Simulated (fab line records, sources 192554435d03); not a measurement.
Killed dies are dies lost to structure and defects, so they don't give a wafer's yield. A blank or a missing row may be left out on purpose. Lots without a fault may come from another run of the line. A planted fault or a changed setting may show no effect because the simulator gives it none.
Problem report in the 8D (eight disciplines) form, filled by code | flow n5_finfet | the parts of the form that need people (team, actions taken, sign-off) are left out

1. THE PROBLEM
cd_nm at N5_BEOL_M15_CD_MEAS_10 reads a mean of 378.5 nm on 3 wafers of 2 lots; wafers without a fault read 359.5 nm with a standard deviation of 1.5. That is +13 standard deviations from the usual mean.
The step: target cd 360 nm.
First seen on wafer L877.1, day 15 03:20, on cd_sem-03. The record holds 18 wafers of 6 lots with a number at this step. Rule for "out", or "out of limits": more than 4 standard deviations from the usual mean. The other wafers with a number count as sound.

2. WHAT IT IS AND WHAT IT IS NOT
question                    | is                     | is not
which readings at this step | cd_nm                  | -
which lots                  | L877, L880             | L863, L874, L884, L885
which wafers of those lots  | L877.1, L877.3, L880.5 | L877.2, L880.2, L880.4
read on which gauges        | cd_sem-03              | cd_sem-01
when                        | from day 15 03:20      | up to then (7 sound wafers); but 8 sound wafers of L880, L884, L885 came after

3. SUSPECTS, AND WHAT RULES EACH OUT
Counting: a tool at a process step up to the reading stays a suspect if it ran every lot that is out. Sound lots after the first of them don't rule it out here, since some wafers of a struck lot are sound.
- the gauge at N5_BEOL_M15_CD_MEAS_10: kept. All the wafers that are out were read on cd_sem-03, and no step on other tools shows them out.
- cmp-03 at N5_BEOL_M14_CMP_49 (polishes, stops on SiO2, t overpolish 5.2 s, target thk 560 nm): kept. It ran every lot that is out, first L877 (day 15 02:11); its last sound lot up to then is L863 (day 11 08:58).
- krf_scanner-01 at N5_BEOL_M15_EXPOSE_07 (exposes mask V14): kept. It ran every lot that is out, first L877 (day 15 03:10); its last sound lot up to then is L874 (day 14 16:27).
Left after counting: cmp-03 at N5_BEOL_M14_CMP_49, krf_scanner-01 at N5_BEOL_M15_EXPOSE_07, cd_sem-03 at N5_BEOL_M15_CD_MEAS_10.

4. THE CAUSE (what the simulator had put in)
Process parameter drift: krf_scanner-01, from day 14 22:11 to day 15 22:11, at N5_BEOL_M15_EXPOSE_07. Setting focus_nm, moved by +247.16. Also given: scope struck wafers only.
Counting left 3 suspects, and this tool is among them.

5. THE CHAIN OF EFFECTS, in route order
Each row: a reading whose mean over the struck wafers that have a number lies more than 3 standard deviations from the usual. Only readings for which the record gives a usual standard deviation are gone through. hours: the time from each lot's start at the first step in this table that gives one to its start at this step, as a median over the lots. sigmas: the change in usual standard deviations.
hours | step                   | reading | usual    | on struck wafers | change | sigmas
0     | N5_BEOL_M15_CD_MEAS_10 | cd_nm   | 359.5 nm | 378.5            | +19.0  | +13
Later measuring or inspecting steps at which every struck wafer that the step has a row for has a number for every such reading, and none has moved that far: N5_BEOL_M15_OVL_MEAS_11.

6. WHAT WOULD HAVE CAUGHT IT SOONER
In this record the first reading out of limits at a measuring or inspecting step was taken at day 15 03:20, 5 hours after the fault began at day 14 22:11.
Of the tool readings at N5_BEOL_M15_EXPOSE_07 for which the record gives a usual standard deviation, none was out on any struck wafer, so an alarm limit of 4 standard deviations on them would not have fired.
Of the lots that are out (2), L880 began N5_BEOL_M15_EXPOSE_07 on krf_scanner-01 after day 15 03:20. A hold on the tool at that time would have spared it.
